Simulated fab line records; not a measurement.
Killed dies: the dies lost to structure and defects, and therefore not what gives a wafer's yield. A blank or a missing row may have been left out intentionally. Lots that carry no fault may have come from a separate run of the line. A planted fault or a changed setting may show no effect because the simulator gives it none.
fab line records    flow n5_finfet
record lots=24  wafers=72  last_day=18
route steps=1938 shown HKMG_FIN@413 GATE_CUT@510 MOL_CONTACT_COAG@528
lots untouched by any fault: they come from a run of this same line in which no faults occurred
start_h: hours from the record's first day to the start of the lot's first wafer shown    wait_h: how many hours have passed since the lot's step before this one    " same as the row above    L1.1+2: a single row standing in for several wafers    - value missing, or start not given    * or withheld: withheld    < > ~ a bound
route shown NAME@n: NAME is a module with steps in the file, n the number in the route of the first one    usual: mean/standard deviation of fault-free wafers    same: alike in all rows    chamber/n: place in a boat    sites: per-site readings    _std_site: their standard deviation    _edge_site: mean of outer sites minus mean of inner sites    radius_mm: how far each site lies from the wafer's centre    mask NAME#n: copy n    behind: the last tool/chamber to shape the wafer    hold: why the lot went on hold/how many hours it stayed there/how the hold came to an end    device: whichever transistor did not switch (one of n, p or np)    end of line: tests of these same wafers at the route's end    for a step that has no rows: nothing shown but its recipe    killed: dies that structure and defects cost at the first sort, which is not the same as the wafer's yield    map: a wafer's dies, marking killed ones x, the rest . and places with no die _
set.NAME: setting as actually run; set.NAME@STEP: the setting as run at that earlier step    model.NAME: the simulator's own value behind a step, which no gauge read
the route's steps for a sample of lots (tables are steps, rows are wafers)
services: from which hour (start_h, from the record's first day; less than 0 if before it) a tool's chamber was out of use, for how many hours, and why
## steps
# step N5_HKMG_FIN_CVD_62
# recipe material=a-Si  target_thk_a=30  temp_c=500  precursor=Si2H6  pressure_torr=1  time_s=20.8
# usual heater_power_w=1443/140
lot.wafer  tool               chamber  start_h  wait_h  heater_power_w
L074.1     thermal_cvd_si-02  1        72.50    0.2     1598
L074.4     "                  2        "        "       1444
L074.5     "                  1        "        "       1610
L075.2     thermal_cvd_si-01  0        77.87    0.2     1506
L075.3     "                  2        "        "       1270
L075.6     "                  2        "        "       1341
L076.2     thermal_cvd_si-02  2        85.85    0.2     1447
L076.4     "                  0        "        "       1535
L076.6     "                  1        "        "       1578
L077.2     thermal_cvd_si-01  0        93.04    0.2     1498
L077.3     "                  1        "        "       1211
L077.5     "                  2        "        "       1320
L078.2     thermal_cvd_si-02  0        94.49    0.2     1539
L078.3     "                  1        "        "       1603
L078.4     "                  1        "        "       1620
L079.1     thermal_cvd_si-01  2        103.23   0.2     1280
L079.2     "                  0        "        "       1517
L079.5     "                  2        "        "       1306
L080.2     thermal_cvd_si-02  1        106.80   0.2     1569
L080.3     "                  0        "        "       1552
L080.4     "                  1        "        "       1569
L081.3     thermal_cvd_si-01  0        115.92   0.2     1478
L081.4     "                  2        "        "       1308
L081.6     "                  1        "        "       1205
L082.1     thermal_cvd_si-02  0        126.41   0.2     1591
L082.5     "                  2        "        "       1390
L082.6     "                  0        "        "       1590
L083.2     thermal_cvd_si-01  2        129.01   0.2     1282
L083.4     "                  1        "        "       1251
L083.5     "                  2        "        "       1298
L084.1     thermal_cvd_si-02  2        134.13   0.2     1457
L084.5     "                  0        "        "       1561
L084.6     "                  2        "        "       1453
L085.2     thermal_cvd_si-01  1        140.83   0.2     1288
L085.3     "                  2        "        "       1337
L085.4     "                  1        "        "       1229
L086.1     thermal_cvd_si-02  2        148.15   0.2     1461
L086.5     "                  0        "        "       1586
L086.6     "                  2        "        "       1405
L087.2     thermal_cvd_si-01  0        150.68   0.2     1496
L087.4     "                  0        "        "       1482
L087.6     "                  2        "        "       1301
L088.1     thermal_cvd_si-02  2        157.35   0.2     1400
L088.3     "                  0        "        "       1560
L088.5     "                  1        "        "       1622
L089.1     thermal_cvd_si-01  0        163.91   0.2     1507
L089.2     "                  2        "        "       1338
L089.3     "                  1        "        "       1229
L090.2     thermal_cvd_si-02  0        168.48   0.2     1566
L090.3     "                  1        "        "       1595
L090.4     "                  1        "        "       1607
L091.2     thermal_cvd_si-01  2        177.16   0.2     1308
L091.3     "                  1        "        "       1269
L091.5     "                  0        "        "       1534
L092.2     thermal_cvd_si-02  2        179.72   0.2     1400
L092.4     "                  0        "        "       1557
L092.6     "                  1        "        "       1600
L093.1     thermal_cvd_si-01  1        186.58   0.2     1230
L093.2     "                  2        "        "       1271
L093.5     "                  2        "        "       1347
L094.2     thermal_cvd_si-02  0        193.56   0.2     1585
L094.3     "                  1        "        "       1598
L094.4     "                  0        "        "       1560
L095.1     thermal_cvd_si-01  2        198.63   0.2     1327
L095.3     "                  0        "        "       1529
L095.5     "                  1        "        "       1246
L096.1     thermal_cvd_si-02  1        206.67   0.2     1581
L096.3     "                  2        "        "       1454
L096.5     "                  1        "        "       1613
L097.2     thermal_cvd_si-01  0        210.12   0.2     1493
L097.3     "                  1        "        "       1244
L097.5     "                  2        "        "       1318
# step N5_HKMG_FIN_DESCUM_17
# recipe chemistry=O2  time_s=7.9  source_power_w=50  bias_power_w=20  pressure_mtorr=20  rf_frequency_hz=2.712e+07  temp_c=40  resist=CAR-ArF  o2_flow_sccm=225
# usual chamber_pressure_mTorr=20.000/0.019  drypump_motor_current_A=6.0/0.37  oes_product_au=0.78/0.091  rf_vpp_V=243.1/1.3  showerhead_plenum_p_Torr=2.09/0.055  throttle_valve_pct=20.51/0.29
lot.wafer  tool         chamber  start_h  wait_h  chamber_pressure_mTorr  drypump_motor_current_A  oes_product_au  rf_hours_counter_h  rf_vpp_V  showerhead_plenum_p_Torr  throttle_valve_pct
L074.1     rie_diel-03  2        74.06    0.0     20.014                  5.5                      0.70            188                 244.8     2.16                      20.81
L074.4     "            0        "        "       19.982                  5.7                      0.92            26                  243.6     2.13                      20.57
L074.5     "            1        "        "       20.008                  6.5                      0.68            -                   242.2     2.06                      20.91
L075.2     rie_diel-04  1        79.49    0.0     20.020                  6.0                      0.73            148                 244.0     2.10                      20.42
L075.3     "            3        "        "       19.994                  6.3                      0.69            220                 241.8     1.99                      20.86
L075.6     "            3        "        "       20.011                  6.3                      0.69            -                   240.6     1.99                      20.87
L076.2     rie_diel-05  0        87.49    0.0     20.004                  6.0                      0.89            40                  242.0     2.04                      20.10
L076.4     "            3        "        "       20.005                  6.2                      0.74            179                 245.3     2.17                      20.74
L076.6     "            1        "        "       20.018                  6.2                      0.70            -                   244.2     2.07                      20.78
L077.2     rie_diel-03  1        94.56    0.0     20.000                  6.5                      0.67            238                 243.1     2.06                      20.92
L077.3     "            2        "        "       19.991                  5.5                      0.71            196                 243.9     2.15                      20.82
L077.5     "            2        "        "       19.998                  5.5                      0.71            -                   244.9     2.15                      20.85
L078.2     rie_diel-03  0        96.40    0.4     20.012                  5.8                      0.90            33                  245.2     2.13                      20.57
L078.3     "            1        "        "       20.030                  6.5                      0.68            239                 242.7     2.06                      20.93
L078.4     "            3        "        "       19.983                  6.3                      0.85            76                  242.4     2.12                      20.25
L079.1     rie_diel-03  3        104.75   0.0     20.004                  6.3                      0.84            79                  245.2     2.12                      20.28
L079.2     "            2        "        "       20.002                  5.5                      0.71            200                 242.4     2.15                      20.85
L079.5     "            1        "        "       19.982                  6.5                      0.67            -                   243.2     2.06                      20.96
L080.2     rie_diel-05  1        108.45   0.0     20.001                  6.2                      0.69            226                 241.1     2.07                      20.80
L080.3     "            2        "        "       19.990                  6.3                      0.84            55                  241.5     2.04                      20.11
L080.4     "            3        "        "       20.031                  6.2                      0.73            186                 244.4     2.17                      20.77
L081.3     rie_diel-04  0        118.12   0.6     19.973                  5.4                      0.68            229                 243.4     2.16                      20.48
L081.4     "            2        "        "       19.960                  5.4                      0.68            240                 241.8     2.05                      20.28
L081.6     "            1        "        "       20.013                  6.0                      0.72            -                   245.0     2.09                      20.40
L082.1     rie_diel-03  3        128.18   0.2     20.019                  6.3                      0.84            88                  242.4     2.11                      20.26
L082.5     "            0        "        "       19.971                  5.7                      0.87            -                   242.6     2.12                      20.59
L082.6     "            3        "        "       20.002                  6.3                      0.83            -                   244.1     2.11                      20.27
L083.2     rie_diel-05  1        130.81   0.0     19.999                  6.2                      0.69            234                 243.1     2.07                      20.80
L083.4     "            2        "        "       20.010                  6.3                      0.83            62                  243.1     2.04                      20.15
L083.5     "            1        "        "       20.024                  6.2                      0.69            -                   243.0     2.07                      20.81
L084.1     rie_diel-04  0        135.77   0.0     19.992                  5.4                      0.68            238                 245.2     2.15                      20.48
L084.5     "            1        "        "       20.026                  6.0                      0.71            -                   240.9     2.09                      20.43
L084.6     "            2        "        "       19.997                  5.4                      0.67            -                   242.6     2.05                      20.28
L085.2     rie_diel-03  0        142.47   0.0     20.013                  5.8                      0.87            52                  243.8     2.12                      20.62
L085.3     "            3        "        "       19.984                  6.3                      0.82            93                  243.5     2.11                      20.27
L085.4     "            3        "        "       20.018                  6.3                      0.82            -                   244.1     2.11                      20.28
L086.1     rie_diel-05  1        149.98   0.0     20.007                  6.2                      0.69            242                 243.8     2.07                      20.81
L086.5     "            0        "        "       19.996                  6.0                      0.85            -                   243.6     2.03                      20.12
L086.6     "            1        "        "       19.992                  6.2                      0.68            -                   241.6     2.07                      20.81
L087.2     rie_diel-05  2        152.28   0.1     19.992                  6.3                      0.81            69                  242.2     2.03                      20.16
L087.4     "            3        "        "       19.971                  6.2                      0.72            199                 243.3     2.16                      20.78
L087.6     "            3        "        "       19.975                  6.2                      0.72            -                   243.1     2.16                      20.78
L088.1     rie_diel-03  1        158.99   0.0     20.002                  6.5                      0.95            4                   241.5     2.05                      20.57
L088.3     "            2        "        "       19.991                  5.4                      0.69            219                 244.1     2.15                      20.88
L088.5     "            2        "        "       20.032                  5.5                      0.70            -                   244.7     2.14                      20.86
L089.1     rie_diel-05  3        165.55   0.0     19.994                  6.2                      0.71            205                 242.7     2.16                      20.78
L089.2     "            2        "        "       19.983                  6.4                      0.82            74                  240.4     2.03                      20.17
L089.3     "            0        "        "       20.007                  6.1                      0.84            68                  242.8     2.03                      20.14
L090.2     rie_diel-04  1        170.58   0.0     19.986                  6.0                      0.70            186                 243.7     2.08                      20.44
L090.3     "            3        "        "       19.985                  6.3                      0.67            246                 240.7     1.98                      20.89
L090.4     "            3        "        "       19.978                  6.3                      0.66            -                   241.6     1.98                      20.90
L091.2     rie_diel-05  2        178.80   0.0     20.018                  6.3                      0.80            79                  242.4     2.03                      20.17
L091.3     "            3        "        "       19.967                  6.2                      0.71            210                 246.8     2.16                      20.80
L091.5     "            3        "        "       19.984                  6.2                      0.71            -                   243.7     2.16                      20.80
L092.2     rie_diel-04  1        181.52   0.0     19.994                  6.0                      0.71            190                 244.2     2.08                      20.44
L092.4     "            2        "        "       20.031                  5.4                      0.98            -                   240.9     2.04                      19.94
L092.6     "            3        "        "       20.014                  6.4                      0.67            -                   241.5     1.98                      20.89
L093.1     rie_diel-05  0        188.21   0.1     20.005                  6.1                      0.82            78                  241.9     2.03                      20.14
L093.2     "            2        "        "       19.986                  6.3                      0.80            85                  243.1     2.03                      20.15
L093.5     "            2        "        "       20.036                  6.3                      0.81            -                   242.1     2.03                      20.17
L094.2     rie_diel-03  0        195.26   0.0     19.996                  5.8                      0.84            70                  242.3     2.12                      20.63
L094.3     "            2        "        "       19.976                  5.5                      0.68            233                 243.3     2.14                      20.91
L094.4     "            1        "        "       19.981                  6.5                      0.91            15                  243.1     2.05                      20.59
L095.1     rie_diel-03  0        200.41   0.0     20.007                  5.8                      0.84            73                  243.2     2.12                      20.64
L095.3     "            1        "        "       19.998                  6.5                      0.90            17                  241.9     2.05                      20.59
L095.5     "            3        "        "       19.976                  6.3                      0.80            -                   243.5     2.11                      20.32
L096.1     rie_diel-05  2        208.43   0.1     20.028                  6.3                      0.79            94                  241.1     2.02                      20.17
L096.3     "            1        "        "       19.957                  6.2                      0.93            4                   243.2     2.06                      20.47
L096.5     "            2        "        "       19.976                  6.3                      0.79            -                   241.8     2.02                      20.16
L097.2     rie_diel-04  3        211.86   0.0     19.998                  6.3                      0.96            3                   244.7     2.24                      20.52
L097.3     "            1        "        "       20.012                  6.0                      0.69            204                 241.6     2.08                      20.48
L097.5     "            0        "        "       19.984                  5.4                      0.96            -                   244.6     2.15                      20.14
# step N5_HKMG_FIN_ETCH_35
# recipe chemistry=N2/H2  target=SOC  target_depth_a=2158  ion_energy_ev=65  bias_w=5  source_w=3000  time_s=243.4  pressure_mtorr=30  n2_flow_sccm=200  h2_flow_sccm=200
# usual chamber_pressure_mTorr=30.001/0.026  drypump_motor_current_A=6.0/0.37  oes_product_au=0.78/0.092  rf_vpp_V=141.6/1.1  showerhead_plenum_p_Torr=2.54/0.069  throttle_valve_pct=17.96/0.29
lot.wafer  tool         chamber  start_h  wait_h  chamber_pressure_mTorr  drypump_motor_current_A  oes_product_au  rf_hours_counter_h  rf_vpp_V  showerhead_plenum_p_Torr  throttle_valve_pct
L074.1     rie_diel-03  2        74.37    0.0     29.996                  5.4                      0.72            189                 141.8     2.63                      18.35
L074.4     "            0        "        "       29.968                  5.7                      0.91            26                  144.1     2.59                      18.01
L074.5     "            1        "        "       29.973                  6.5                      0.67            -                   141.7     2.52                      18.35
L075.2     rie_diel-04  1        79.79    0.0     29.991                  6.0                      0.73            148                 141.1     2.55                      17.83
L075.3     "            3        "        "       30.014                  6.3                      0.68            220                 139.6     2.41                      18.20
L075.6     "            3        "        "       30.008                  6.3                      0.68            -                   139.9     2.41                      18.19
L076.2     rie_diel-05  0        87.79    0.0     29.932                  6.1                      0.88            40                  141.2     2.49                      17.62
L076.4     "            3        "        "       30.032                  6.2                      0.73            179                 141.8     2.64                      18.25
L076.6     "            1        "        "       30.032                  6.2                      0.70            -                   141.9     2.51                      18.16
L077.2     rie_diel-03  1        94.87    0.0     30.001                  6.5                      0.68            238                 141.8     2.51                      18.35
L077.3     "            2        "        "       29.997                  5.5                      0.72            196                 143.7     2.63                      18.35
L077.5     "            2        "        "       30.002                  5.5                      0.70            -                   141.8     2.63                      18.36
L078.2     rie_diel-03  0        96.70    0.0     30.006                  5.8                      0.90            33                  142.9     2.59                      18.03
L078.3     "            1        "        "       29.960                  6.5                      0.66            239                 141.1     2.51                      18.36
L078.4     "            3        "        "       29.989                  6.3                      0.83            76                  142.3     2.57                      17.65
L079.1     rie_diel-03  3        105.05   0.0     30.035                  6.3                      0.84            79                  142.6     2.57                      17.68
L079.2     "            2        "        "       29.991                  5.5                      0.71            200                 142.2     2.63                      18.36
L079.5     "            1        "        "       30.044                  6.5                      0.66            -                   141.7     2.51                      18.35
L080.2     rie_diel-05  1        108.75   0.0     30.034                  6.3                      0.69            226                 141.7     2.51                      18.16
L080.3     "            2        "        "       30.033                  6.3                      0.84            55                  140.0     2.48                      17.58
L080.4     "            3        "        "       29.990                  6.2                      0.73            186                 142.5     2.63                      18.26
L081.3     rie_diel-04  0        118.43   0.0     29.987                  5.4                      0.69            229                 143.0     2.63                      17.92
L081.4     "            2        "        "       29.993                  5.3                      0.68            240                 140.0     2.50                      17.77
L081.6     "            1        "        "       30.011                  6.0                      0.72            -                   141.2     2.55                      17.85
L082.1     rie_diel-03  3        128.48   0.0     29.983                  6.4                      0.82            88                  143.2     2.57                      17.69
L082.5     "            0        "        "       29.997                  5.7                      0.88            -                   141.7     2.59                      18.05
L082.6     "            3        "        "       30.076                  6.4                      0.83            -                   142.8     2.57                      17.69
L083.2     rie_diel-05  1        131.11   0.0     29.993                  6.2                      0.68            235                 140.7     2.51                      18.19
L083.4     "            2        "        "       30.035                  6.3                      0.83            62                  140.0     2.48                      17.60
L083.5     "            1        "        "       30.001                  6.2                      0.69            -                   141.1     2.51                      18.19
L084.1     rie_diel-04  0        136.08   0.0     30.035                  5.4                      0.68            238                 142.9     2.62                      17.96
L084.5     "            1        "        "       29.944                  6.0                      0.71            -                   140.7     2.54                      17.89
L084.6     "            2        "        "       29.977                  5.4                      0.67            -                   142.9     2.49                      17.78
L085.2     rie_diel-03  0        142.77   0.0     30.042                  5.8                      0.87            52                  140.8     2.58                      18.07
L085.3     "            3        "        "       29.994                  6.3                      0.82            93                  142.1     2.57                      17.68
L085.4     "            3        "        "       29.999                  6.4                      0.82            -                   141.2     2.57                      17.69
L086.1     rie_diel-05  1        150.28   0.0     30.001                  6.2                      0.68            242                 141.6     2.50                      18.19
L086.5     "            0        "        "       29.967                  6.1                      0.84            -                   140.7     2.48                      17.67
L086.6     "            1        "        "       30.034                  6.2                      0.68            -                   142.1     2.50                      18.18
L087.2     rie_diel-05  2        152.58   0.0     29.978                  6.3                      0.82            69                  140.7     2.47                      17.61
L087.4     "            3        "        "       29.991                  6.2                      0.71            200                 143.1     2.63                      18.28
L087.6     "            3        "        "       30.016                  6.2                      0.71            -                   142.1     2.63                      18.28
L088.1     rie_diel-03  1        159.29   0.0     29.989                  6.5                      0.95            5                   140.7     2.51                      17.96
L088.3     "            2        "        "       29.983                  5.5                      0.70            220                 140.6     2.62                      18.39
L088.5     "            2        "        "       29.989                  5.5                      0.69            -                   142.0     2.62                      18.41
L089.1     rie_diel-05  3        165.85   0.0     29.992                  6.2                      0.72            205                 142.0     2.63                      18.29
L089.2     "            2        "        "       29.965                  6.3                      0.83            74                  140.7     2.47                      17.62
L089.3     "            0        "        "       30.004                  6.0                      0.84            68                  140.6     2.47                      17.67
L090.2     rie_diel-04  1        170.88   0.0     30.025                  6.0                      0.70            186                 141.2     2.54                      17.89
L090.3     "            3        "        "       29.968                  6.3                      0.67            247                 140.5     2.40                      18.26
L090.4     "            3        "        "       30.018                  6.3                      0.67            -                   139.2     2.39                      18.23
L091.2     rie_diel-05  2        179.10   0.0     30.030                  6.3                      0.82            79                  139.4     2.47                      17.64
L091.3     "            3        "        "       30.008                  6.2                      0.71            210                 143.3     2.62                      18.28
L091.5     "            3        "        "       30.008                  6.2                      0.70            -                   142.0     2.62                      18.30
L092.2     rie_diel-04  1        181.82   0.0     30.006                  6.0                      0.71            190                 140.9     2.54                      17.92
L092.4     "            2        "        "       30.010                  5.4                      0.98            -                   142.4     2.49                      17.37
L092.6     "            3        "        "       30.015                  6.4                      0.67            -                   141.5     2.39                      18.25
L093.1     rie_diel-05  0        188.52   0.0     30.045                  6.1                      0.83            78                  141.3     2.47                      17.68
L093.2     "            2        "        "       29.992                  6.3                      0.81            85                  140.9     2.47                      17.62
L093.5     "            2        "        "       29.968                  6.3                      0.80            -                   141.4     2.47                      17.63
L094.2     rie_diel-03  0        195.57   0.0     30.032                  5.8                      0.84            71                  141.2     2.58                      18.09
L094.3     "            2        "        "       29.994                  5.5                      0.68            233                 143.9     2.61                      18.43
L094.4     "            1        "        "       29.999                  6.5                      0.92            15                  141.9     2.50                      17.97
L095.1     rie_diel-03  0        200.71   0.0     29.996                  5.8                      0.84            73                  142.9     2.58                      18.09
L095.3     "            1        "        "       30.002                  6.6                      0.90            17                  140.9     2.50                      17.96
L095.5     "            3        "        "       29.991                  6.3                      0.80            -                   141.2     2.56                      17.73
L096.1     rie_diel-05  2        208.73   0.0     30.006                  6.3                      0.80            94                  141.7     2.46                      17.63
L096.3     "            1        "        "       29.981                  6.2                      0.92            5                   141.7     2.50                      17.80
L096.5     "            2        "        "       30.003                  6.3                      0.79            -                   139.6     2.46                      17.65
L097.2     rie_diel-04  3        212.16   0.0     30.019                  6.3                      0.97            3                   144.0     2.71                      17.84
L097.3     "            1        "        "       29.994                  6.0                      0.70            204                 142.8     2.53                      17.93
L097.5     "            0        "        "       30.039                  5.4                      0.97            -                   143.3     2.61                      17.57
# step N5_GATE_CUT_ALD_22
# recipe material=SiNx  target_thk_a=160  temp_c=400  ald_precursor_family=SiH2I2  ald_co_reactant=N2/H2-plasma  pulse_time_s=1  ald_cycles=320  purge_time_s=2  co_reactant_purge_time_s=2  pressure_torr=2
# usual heater_power_w=881/80  precursor_pulse_height_rel=1.000/0.022
lot.wafer  tool        chamber  start_h  wait_h  heater_power_w  precursor_pulse_height_rel
L074.1     ald_sin-01  1        83.54    0.0     852             1.000
L074.4     "           3        "        "       1014            0.970
L074.5     "           3        "        "       1036            0.980
L075.2     ald_sin-01  2        89.58    1.0     937             0.998
L075.3     "           0        "        "       879             1.019
L075.6     "           1        "        "       838             1.000
L076.2     ald_sin-01  0        98.12    0.9     855             1.012
L076.4     "           2        "        "       904             0.989
L076.6     "           0        "        "       845             1.009
L077.2     ald_sin-01  2        103.91   0.0     921             0.995
L077.3     "           0        "        "       867             1.017
L077.5     "           1        "        "       829             0.992
L078.2     ald_sin-01  0        106.19   0.0     859             1.007
L078.3     "           1        "        "       829             0.962
L078.4     "           0        "        "       880             0.990
L079.1     ald_sin-04  2        114.30   0.0     875             0.974
L079.2     "           2        "        "       887             1.034
L079.5     "           2        117.22   3.0     896             1.010
L080.2     ald_sin-01  1        117.53   0.0     819             0.958
L080.3     "           2        "        "       915             1.009
L080.4     "           3        "        "       993             1.005
L081.3     ald_sin-03  2        128.82   1.2     843             0.975
L081.4     "           0        "        "       835             1.001
L081.6     "           2        "        "       853             1.021
L082.1     ald_sin-01  0        137.71   0.0     871             0.981
L082.5     "           3        "        "       994             1.011
L082.6     "           0        "        "       846             0.979
L083.2     ald_sin-01  3        140.11   0.0     1008            1.001
L083.4     "           3        "        "       996             1.003
L083.5     "           1        "        "       851             1.018
L084.1     ald_sin-03  0        145.73   0.0     835             0.969
L084.5     "           3        "        "       893             0.988
L084.6     "           2        "        "       857             1.009
L085.2     ald_sin-03  1        152.55   0.9     998             1.011
L085.3     "           3        "        "       897             0.983
L085.4     "           0        "        "       811             0.998
L086.1     ald_sin-04  3        159.55   0.0     690             0.996
L086.5     "           0        "        "       832             0.983
L086.6     "           1        "        "       940             1.010
L087.2     ald_sin-04  1        161.78   0.0     923             1.012
L087.4     "           2        "        "       862             0.987
L087.6     "           2        "        "       865             1.015
L088.1     ald_sin-04  2        169.20   0.2     879             1.020
L088.3     "           3        "        "       689             1.061
L088.5     "           2        "        "       900             1.006
L089.1     ald_sin-03  3        174.56   0.0     887             0.998
L089.2     "           1        "        "       1023            0.996
L089.3     "           2        "        "       851             0.980
L090.2     ald_sin-03  1        180.06   0.0     1040            0.984
L090.3     "           0        "        "       813             0.966
L090.4     "           2        "        "       839             0.994
L091.2     ald_sin-04  1        189.68   0.9     934             1.001
L091.3     "           2        "        "       851             0.953
L091.5     "           0        "        "       819             1.005
L092.2     ald_sin-03  2        191.12   0.0     862             1.016
L092.4     "           1        "        "       1031            1.021
L092.6     "           3        "        "       899             1.010
L093.1     ald_sin-03  1        197.47   0.0     1042            0.992
L093.2     "           0        "        "       823             1.033
L093.5     "           2        "        "       848             1.012
L094.2     ald_sin-03  0        204.23   0.0     813             1.021
L094.3     "           1        "        "       1023            0.973
L094.4     "           3        "        "       900             0.981
L095.1     ald_sin-04  0        209.70   0.0     812             0.974
L095.3     "           2        "        "       878             1.047
L095.5     "           1        "        "       930             0.973
L096.1     ald_sin-03  3        218.57   0.6     911             0.991
L096.3     "           0        "        "       831             1.017
L096.5     "           3        "        "       908             1.020
L097.2     ald_sin-03  3        221.13   0.0     909             1.002
L097.3     "           1        "        "       995             1.037
L097.5     "           1        "        "       1037            0.980
# step N5_GATE_CUT_INSPECT_26
# recipe inspect_instrument=darkfield  mode=post_cmp
# usual raw_defect_count=36/15
lot.wafer  tool               chamber  start_h  wait_h  raw_defect_count
L074.1     defect_inspect-01  -        86.06    0.0     29
L074.4     "                  -        "        "       31
L074.5     "                  -        "        "       58
L075.2     defect_inspect-01  -        92.11    0.0     42
L075.3     "                  -        "        "       19
L075.6     "                  -        "        "       41
L076.2     defect_inspect-02  -        100.65   0.0     21
L076.4     "                  -        "        "       38
L076.6     "                  -        "        "       43
L077.2     defect_inspect-01  -        106.43   0.0     50
L077.3     "                  -        "        "       25
L077.5     "                  -        "        "       50
L078.2     defect_inspect-01  -        108.85   0.0     41
L078.3     "                  -        "        "       33
L078.4     "                  -        "        "       49
L079.1     defect_inspect-01  -        119.74   0.0     24
L079.2     "                  -        "        "       30
L079.5     "                  -        "        "       29
L080.2     defect_inspect-02  -        120.06   0.0     52
L080.3     "                  -        "        "       67
L080.4     "                  -        "        "       19
L081.3     defect_inspect-01  -        131.43   0.0     29
L081.4     "                  -        "        "       39
L081.6     "                  -        "        "       27
L082.1     defect_inspect-01  -        140.30   0.0     27
L082.5     "                  -        "        "       28
L082.6     "                  -        "        "       22
L083.2     defect_inspect-01  -        142.64   0.0     19
L083.4     "                  -        "        "       20
L083.5     "                  -        "        "       22
L084.1     defect_inspect-02  -        148.26   0.0     47
L084.5     "                  -        "        "       68
L084.6     "                  -        "        "       32
L085.2     defect_inspect-01  -        155.08   0.0     47
L085.3     "                  -        "        "       37
L085.4     "                  -        "        "       39
L086.1     defect_inspect-02  -        162.09   0.0     33
L086.5     "                  -        "        "       34
L086.6     "                  -        "        "       18
L087.2     defect_inspect-01  -        164.30   0.0     80
L087.4     "                  -        "        "       74
L087.6     "                  -        "        "       71
L088.1     defect_inspect-01  -        171.73   0.0     25
L088.3     "                  -        "        "       60
L088.5     "                  -        "        "       27
L089.1     defect_inspect-02  -        177.08   0.0     36
L089.2     "                  -        "        "       37
L089.3     "                  -        "        "       43
L090.2     defect_inspect-01  -        182.58   0.0     21
L090.3     "                  -        "        "       27
L090.4     "                  -        "        "       45
L091.2     defect_inspect-01  -        192.21   0.0     46
L091.3     "                  -        "        "       62
L091.5     "                  -        "        "       38
L092.2     defect_inspect-02  -        193.64   0.0     26
L092.4     "                  -        "        "       38
L092.6     "                  -        "        "       31
L093.1     defect_inspect-01  -        199.99   0.0     18
L093.2     "                  -        "        "       31
L093.5     "                  -        "        "       35
L094.2     defect_inspect-02  -        206.75   0.0     36
L094.3     "                  -        "        "       51
L094.4     "                  -        "        "       44
L095.1     defect_inspect-01  -        212.23   0.0     53
L095.3     "                  -        "        "       29
L095.5     "                  -        "        "       34
L096.1     defect_inspect-01  -        221.09   0.0     27
L096.3     "                  -        "        "       17
L096.5     "                  -        "        "       19
L097.2     defect_inspect-02  -        223.65   0.0     28
L097.3     "                  -        "        "       66
L097.5     "                  -        "        "       34
# step N5_MOL_CONTACT_COAG_INSPECT_10
# recipe mode=adi  inspect_instrument=brightfield
# usual raw_defect_count=67/27
lot.wafer  tool               chamber  start_h  wait_h  raw_defect_count
L074.1     defect_inspect-02  -        86.45    0.1     49
L074.4     "                  -        "        "       54
L074.5     "                  -        "        "       89
L075.2     defect_inspect-02  -        92.50    0.0     92
L075.3     "                  -        "        "       41
L075.6     "                  -        "        "       81
L076.2     defect_inspect-02  -        101.04   0.0     40
L076.4     "                  -        "        "       59
L076.6     "                  -        "        "       73
L077.2     defect_inspect-02  -        106.85   0.0     82
L077.3     "                  -        "        "       55
L077.5     "                  -        "        "       105
L078.2     defect_inspect-02  -        109.23   0.0     74
L078.3     "                  -        "        "       59
L078.4     "                  -        "        "       87
L079.1     defect_inspect-01  -        120.13   0.1     52
L079.2     "                  -        "        "       63
L079.5     "                  -        "        "       66
L080.2     defect_inspect-02  -        120.45   0.0     98
L080.3     "                  -        "        "       97
L080.4     "                  -        "        "       44
L081.3     defect_inspect-01  -        131.82   0.0     34
L081.4     "                  -        "        "       64
L081.6     "                  -        "        "       45
L082.1     defect_inspect-01  -        140.69   0.1     50
L082.5     "                  -        "        "       57
L082.6     "                  -        "        "       43
L083.2     defect_inspect-02  -        143.15   0.0     47
L083.4     "                  -        "        "       40
L083.5     "                  -        "        "       49
L084.1     defect_inspect-02  -        148.65   0.1     69
L084.5     "                  -        "        "       112
L084.6     "                  -        "        "       58
L085.2     defect_inspect-01  -        155.59   0.0     92
L085.3     "                  -        "        "       79
L085.4     "                  -        "        "       76
L086.1     defect_inspect-02  -        163.47   0.1     58
L086.5     "                  -        "        "       54
L086.6     "                  -        "        "       44
L087.2     defect_inspect-01  -        164.69   0.0     127
L087.4     "                  -        "        "       133
L087.6     "                  -        "        "       153
L088.1     defect_inspect-01  -        172.12   0.1     56
L088.3     "                  -        "        "       105
L088.5     "                  -        "        "       52
L089.1     defect_inspect-01  -        177.47   0.1     64
L089.2     "                  -        "        "       68
L089.3     "                  -        "        "       70
L090.2     defect_inspect-02  -        183.09   0.0     35
L090.3     "                  -        "        "       39
L090.4     "                  -        "        "       85
L091.2     defect_inspect-02  -        192.59   0.0     77
L091.3     "                  -        "        "       139
L091.5     "                  -        "        "       77
L092.2     defect_inspect-02  -        194.28   0.3     36
L092.4     "                  -        "        "       78
L092.6     "                  -        "        "       70
L093.1     defect_inspect-01  -        200.38   0.1     47
L093.2     "                  -        "        "       51
L093.5     "                  -        "        "       65
L094.2     defect_inspect-02  -        207.14   0.0     82
L094.3     "                  -        "        "       102
L094.4     "                  -        "        "       109
L095.1     defect_inspect-02  -        212.62   0.1     93
L095.3     "                  -        "        "       54
L095.5     "                  -        "        "       66
L096.1     defect_inspect-01  -        221.48   0.1     36
L096.3     "                  -        "        "       52
L096.5     "                  -        "        "       46
L097.2     defect_inspect-01  -        224.17   0.0     52
L097.3     "                  -        "        "       108
L097.5     "                  -        "        "       66
## services
tool               chamber  start_h  hours  kind
ald_sin-03         -        86.27    14.0   pm
ald_sin-04         -        87.09    0.4    repair
ald_sin-01         -        91.38    0.8    pm
rie_diel-04        -        94.95    0.9    repair
ald_sin-04         -        103.29   4.3    pm
rie_diel-03        1        123.06   -      clean
rie_diel-03        1        123.06   -      consumable_replace:focus_ring
rie_diel-03        1        123.06   22.2   scheduled_down
rie_diel-03        1        123.06   22.2   vent_cycle
ald_sin-03         -        126.31   2.5    repair
ald_sin-04         2        133.92   6.5    repair
ald_sin-01         3        144.39   2.6    repair
ald_sin-04         -        148.08   6.1    pm
rie_diel-04        0        154.52   2.4    repair
rie_diel-04        0        161.59   5.3    repair
rie_diel-03        1        165.50   5.0    repair
ald_sin-04         1        167.78   6.5    repair
rie_diel-05        1        177.38   -      clean
rie_diel-05        1        177.38   -      consumable_replace:focus_ring
rie_diel-05        1        177.38   21.6   scheduled_down
ald_sin-01         -        177.73   14.0   pm
thermal_cvd_si-02  -        186.26   1.8    repair
rie_diel-05        3        202.56   13.1   repair
ald_sin-03         2        216.08   16.4   repair
## key
fault none
